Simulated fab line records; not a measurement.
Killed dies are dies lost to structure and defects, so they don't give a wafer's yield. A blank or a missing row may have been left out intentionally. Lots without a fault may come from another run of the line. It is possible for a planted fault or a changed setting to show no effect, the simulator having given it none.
Lot-split experiment / flow n5_finfet / route with 1938 steps; 7 lots, 21 wafers read

## ABOUT THE SPLIT
At N5_BEOL_M10_COAT_63 (time 60 s, resist thk 100 nm), the setting spin_rpm was moved away from the recipe's 1500 rpm on 6 of the 21 wafers read, by -8.2% to +10.3%. For the rest of the wafers, this setting stayed at what the recipe calls for.

## FROM THE SPLIT TO THE READING: what the file shows between them, 7 steps
- N5_BEOL_M10_COAT_22: resist thk 90 nm (also split here: spin_rpm)
- N5_BEOL_M10_EBR_24
- N5_BEOL_M10_SOFTBAKE_23: time 60 s
- N5_BEOL_M10_DESCUM_33: chemistry O2, time 7.9 s
- N5_BEOL_M10_ETCH_65: etches SiARC in CF4, target depth 39 nm, time 65 s
- N5_BEOL_M10_ETCH_66: etches SOC in N2/H2, target depth 120 nm, overetch 24 nm, time 180 s
- N5_BEOL_M10_STRIP_69: strips in N2/H2

## THE READING
SOC_of_BEOL_M10_COAT_63.thk_nm (the simulator's own value, which no gauge read), in nm, at N5_BEOL_M10_VIA_ETCH_34 (etches SiCOH lowk in C4F6/O2, target depth 184.5 nm, time 69.2 s). The file gives no usual value for it. The 15 wafers here that ran the recipe average 91.9 nm, standard deviation 0.32 nm.

wafer=L074.1; tool, chamber at the split=litho_track-01, 0; spin_rpm as run, rpm=1500; against the recipe=recipe; SOC_of_BEOL_M10_COAT_63.thk_nm, nm=91.6; against lot-mates on the recipe=-
wafer=L074.2; tool, chamber at the split=litho_track-01, 0; spin_rpm as run, rpm=1500; against the recipe=recipe; SOC_of_BEOL_M10_COAT_63.thk_nm, nm=91.2; against lot-mates on the recipe=-
wafer=L074.3; tool, chamber at the split=litho_track-01, 0; spin_rpm as run, rpm=1500; against the recipe=recipe; SOC_of_BEOL_M10_COAT_63.thk_nm, nm=92.2; against lot-mates on the recipe=-
wafer=L079.2; tool, chamber at the split=litho_track-05, 0; spin_rpm as run, rpm=1500; against the recipe=recipe; SOC_of_BEOL_M10_COAT_63.thk_nm, nm=91.8; against lot-mates on the recipe=-
wafer=L079.4; tool, chamber at the split=litho_track-05, 0; spin_rpm as run, rpm=1500; against the recipe=recipe; SOC_of_BEOL_M10_COAT_63.thk_nm, nm=91.8; against lot-mates on the recipe=-
wafer=L079.6; tool, chamber at the split=litho_track-05, 0; spin_rpm as run, rpm=1500; against the recipe=recipe; SOC_of_BEOL_M10_COAT_63.thk_nm, nm=92; against lot-mates on the recipe=-
wafer=L083.2; tool, chamber at the split=litho_track-01, 0; spin_rpm as run, rpm=1500; against the recipe=recipe; SOC_of_BEOL_M10_COAT_63.thk_nm, nm=91.8; against lot-mates on the recipe=-
wafer=L083.3; tool, chamber at the split=litho_track-01, 0; spin_rpm as run, rpm=1500; against the recipe=recipe; SOC_of_BEOL_M10_COAT_63.thk_nm, nm=91.8; against lot-mates on the recipe=-
wafer=L083.4; tool, chamber at the split=litho_track-01, 0; spin_rpm as run, rpm=1500; against the recipe=recipe; SOC_of_BEOL_M10_COAT_63.thk_nm, nm=92.4; against lot-mates on the recipe=-
wafer=L087.4; tool, chamber at the split=litho_track-02, 0; spin_rpm as run, rpm=1377; against the recipe=-8.2%; SOC_of_BEOL_M10_COAT_63.thk_nm, nm=96; against lot-mates on the recipe=+4.4
wafer=L087.5; tool, chamber at the split=litho_track-02, 0; spin_rpm as run, rpm=1377; against the recipe=-8.2%; SOC_of_BEOL_M10_COAT_63.thk_nm, nm=95.4; against lot-mates on the recipe=+3.8
wafer=L087.6; tool, chamber at the split=litho_track-02, 0; spin_rpm as run, rpm=1500; against the recipe=recipe; SOC_of_BEOL_M10_COAT_63.thk_nm, nm=91.6; against lot-mates on the recipe=-
wafer=L092.1; tool, chamber at the split=litho_track-02, 0; spin_rpm as run, rpm=1500; against the recipe=recipe; SOC_of_BEOL_M10_COAT_63.thk_nm, nm=92.4; against lot-mates on the recipe=-
wafer=L092.3; tool, chamber at the split=litho_track-02, 0; spin_rpm as run, rpm=1655; against the recipe=+10.3%; SOC_of_BEOL_M10_COAT_63.thk_nm, nm=87.8; against lot-mates on the recipe=-4.6
wafer=L092.4; tool, chamber at the split=litho_track-02, 0; spin_rpm as run, rpm=1655; against the recipe=+10.3%; SOC_of_BEOL_M10_COAT_63.thk_nm, nm=88; against lot-mates on the recipe=-4.4
wafer=L094.3; tool, chamber at the split=litho_track-01, 0; spin_rpm as run, rpm=1571; against the recipe=+4.7%; SOC_of_BEOL_M10_COAT_63.thk_nm, nm=90; against lot-mates on the recipe=-1.8
wafer=L094.5; tool, chamber at the split=litho_track-01, 0; spin_rpm as run, rpm=1571; against the recipe=+4.7%; SOC_of_BEOL_M10_COAT_63.thk_nm, nm=89.8; against lot-mates on the recipe=-2.0
wafer=L094.6; tool, chamber at the split=litho_track-01, 0; spin_rpm as run, rpm=1500; against the recipe=recipe; SOC_of_BEOL_M10_COAT_63.thk_nm, nm=91.8; against lot-mates on the recipe=-
wafer=L095.1; tool, chamber at the split=litho_track-02, 0; spin_rpm as run, rpm=1500; against the recipe=recipe; SOC_of_BEOL_M10_COAT_63.thk_nm, nm=92.2; against lot-mates on the recipe=-
wafer=L095.4; tool, chamber at the split=litho_track-02, 0; spin_rpm as run, rpm=1500; against the recipe=recipe; SOC_of_BEOL_M10_COAT_63.thk_nm, nm=92.2; against lot-mates on the recipe=-
wafer=L095.3; tool, chamber at the split=litho_track-02, 0; spin_rpm as run, rpm=1500; against the recipe=recipe; SOC_of_BEOL_M10_COAT_63.thk_nm, nm=92; against lot-mates on the recipe=-

FIT RESULTS
A straight line over all 21 wafers: SOC_of_BEOL_M10_COAT_63.thk_nm changes by -0.42 nm for each +1% of spin_rpm; r = -0.98; the points scatter about the line by 0.33 nm.
The same after taking each lot's own level away (the mean of its wafers on the recipe; 21 wafers): -0.456 nm for each +1%; r = -0.99; scatter 0.27 nm.
According to that fit, moving spin_rpm by its largest amount changes the reading by 4.7 nm.
Across the lots, their own levels run from 91.60 to 92.40 nm, a range of 2.5 times the standard deviation given above.
Consequently the slope shifts little with the lot-to-lot level, the two slopes agreeing.
Check: with one of the wafers moved furthest among these (+10.3%) left out of the fit, the line predicts -4.65 nm for it against its lot-mates. Against them it came out at -4.6 nm.

## THE OTHER SPLITS THESE WAFERS WENT THROUGH
Note: prior to the reading, these wafers also went through further splits. Each is held against what the fit with the lots' levels taken away leaves over:
other split on the same wafers=N5_BEOL_M10_COAT_22 spin_rpm; wafers away from the commonest value=4; r with SOC_of_BEOL_M10_COAT_63.thk_nm (lot level and that fit taken away)=+0.02

## THE WHOLE CHAIN: every reading that the file lists as answering this split, in the file's order
step=N5_BEOL_M10_COAT_63; what it does=time 60 s, resist thk 100 nm; reading=SOC_of_BEOL_M10_COAT_63.thk_nm (the simulator's own value, which no gauge read); change (the file's fit)=-0.467 nm for each +1% of the setting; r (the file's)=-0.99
step=N5_BEOL_M10_ETCH_66; what it does=etches SOC in N2/H2, target depth 120 nm, overetch 24 nm, time 180 s; reading=etch.depth_nm (the simulator's own value, which no gauge read); change (the file's fit)=-0.464 nm for each +1% of the setting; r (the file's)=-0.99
step=N5_BEOL_M10_VIA_ETCH_34; what it does=etches SiCOH lowk in C4F6/O2, target depth 184.5 nm, time 69.2 s; reading=SOC_of_BEOL_M10_COAT_63.thk_nm (the simulator's own value, which no gauge read); change (the file's fit)=-0.454 nm for each +1% of the setting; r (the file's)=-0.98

## THE FILE'S OWN FIT
SOC_of_BEOL_M10_COAT_63.thk_nm changes by -0.454 nm for each +1% of spin_rpm, r = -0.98.
